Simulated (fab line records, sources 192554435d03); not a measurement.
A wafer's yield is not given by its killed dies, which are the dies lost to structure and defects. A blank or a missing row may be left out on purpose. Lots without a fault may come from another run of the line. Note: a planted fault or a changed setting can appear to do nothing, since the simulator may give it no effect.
Matching of chambers / flow n5 finfet / N5_BEOL_M8_CURE_74 on uv cure-03: 3 sister chambers
The step cures SiCOH lowk, time 240 s. 3 wafers are shown with their chamber, then 12 later ones without.

## WAFERS WITH THEIR CHAMBER
wafer=L085.6; chamber=1; wafer_temp_C_max=387.2
wafer=L087.6; chamber=0; wafer_temp_C_max=387.5
wafer=L088.6; chamber=2; wafer_temp_C_max=386.3

## WAFERS WITHOUT THEIR CHAMBER
wafer=L092.1; wafer_temp_C_max=387.0
wafer=L092.2; wafer_temp_C_max=386.4
wafer=L092.3; wafer_temp_C_max=386.5
wafer=L094.1; wafer_temp_C_max=387.7
wafer=L094.4; wafer_temp_C_max=387.9
wafer=L094.6; wafer_temp_C_max=387.4
wafer=L096.1; wafer_temp_C_max=387.3
wafer=L096.2; wafer_temp_C_max=386.7
wafer=L096.5; wafer_temp_C_max=385.9
wafer=L097.1; wafer_temp_C_max=387.2
wafer=L097.4; wafer_temp_C_max=386.5
wafer=L097.6; wafer_temp_C_max=387.6

## EACH ONE'S CHAMBER
wafer=L092.1; from the rows above=can't be placed: 1 or 0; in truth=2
wafer=L092.2; from the rows above=2; in truth=2
wafer=L092.3; from the rows above=2; in truth=2
wafer=L094.1; from the rows above=can't be placed: 0 or 1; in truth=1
wafer=L094.4; from the rows above=can't be placed: 0 or 1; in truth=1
wafer=L094.6; from the rows above=can't be placed: 0 or 1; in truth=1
wafer=L096.1; from the rows above=can't be placed: 1 or 0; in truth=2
wafer=L096.2; from the rows above=can't be placed: 2 or 1 or 0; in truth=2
wafer=L096.5; from the rows above=2; in truth=2
wafer=L097.1; from the rows above=can't be placed: 1 or 0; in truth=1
wafer=L097.4; from the rows above=2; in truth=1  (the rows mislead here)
wafer=L097.6; from the rows above=can't be placed: 0 or 1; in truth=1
3 of 12 placed correctly. Can't be placed from these rows: 8 (the true chamber is among the candidates in 6). Wrongly placed: 1.
How it was worked out, from the rows above alone: a wafer's distance from a chamber is the root of the sum, over the readings, of the square of ((its reading less the chamber's mean) divided by the reading's scatter). The wafer belongs to the nearest chamber; if the next one is less than 2 further off, it can't be placed. A chamber's mean is the mean of its shown wafers. The scatter: root of mean squared gap, hidden wafer to nearest shown wafer, with one shown wafer a chamber.
